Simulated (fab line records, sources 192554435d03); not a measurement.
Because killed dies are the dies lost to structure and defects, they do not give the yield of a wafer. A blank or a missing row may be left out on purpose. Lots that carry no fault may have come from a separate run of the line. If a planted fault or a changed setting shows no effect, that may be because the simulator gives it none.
Chamber matching    flow n5 finfet    4 sister chambers for N5_HKMG_FIN_STRIP_89 on rie diel-05
The step strips SOC in N2/H2, time 20 s. 14 wafers are shown with their chamber, then 7 later ones without.

## WAFERS, EACH WITH ITS CHAMBER
wafer   chamber  throttle valve pct (%)  showerhead plenum p Torr (Torr)  oes product au (a.u.)
L076.1  3        19.2                    3.38                             0.76
L076.5  0        19.4                    3.19                             0.70
L076.6  3        19.2                    3.38                             0.76
L079.4  3        19.2                    3.38                             0.75
L079.5  0        19.4                    3.19                             0.71
L079.6  3        19.2                    3.38                             0.75
L085.1  2        18.3                    3.40                             0.86
L085.4  3        19.2                    3.37                             0.74
L085.5  3        19.2                    3.37                             0.74
L090.1  1        18.5                    3.32                             0.71
L090.4  2        18.4                    3.39                             0.84
L090.5  3        19.2                    3.37                             0.74
L091.2  0        19.4                    3.18                             0.69
L091.3  1        18.5                    3.32                             0.72

SIGNATURES (averages over the wafers above)
reading                   chamber 0  chamber 1  chamber 2  chamber 3  scatter within a chamber
throttle valve pct        19.400     18.500     18.350     19.200     0.0224
showerhead plenum p Torr  3.1867     3.3200     3.3950     3.3757     0.00537
oes product au            0.7000     0.7150     0.8500     0.7486     0.00967
Rule: distance of a wafer from a chamber = root of the sum over the readings of ((wafer's reading minus chamber's mean) / reading's scatter) squared. If the next closest chamber is less than 2 further off than the closest, the wafer can't be placed; otherwise it belongs to the closest. How the scatter is found: for the shown wafers, subtract from each reading the mean of its chamber, square and add these, divide the total by (wafers less chambers), then take the root.

## WAFERS MISSING THEIR CHAMBER
wafer   throttle valve pct (%)  showerhead plenum p Torr (Torr)  oes product au (a.u.)
L091.4  19.2                    3.37                             0.74
L092.2  19.2                    3.37                             0.74
L092.5  18.4                    3.39                             0.83
L092.6  19.2                    3.37                             0.73
L096.3  19.2                    3.36                             0.73
L096.4  19.2                    3.36                             0.73
L096.5  18.5                    3.32                             0.70

## WHICH CHAMBER EACH ONE RAN IN
wafer   from the rows above  in truth
L091.4  3                    3
L092.2  3                    3
L092.5  2                    2
L092.6  3                    3
L096.3  3                    3
L096.4  3                    3
L096.5  1                    1
Correct placement for 7 of the 7. Not placeable from these rows: 0. 0 placed wrongly.
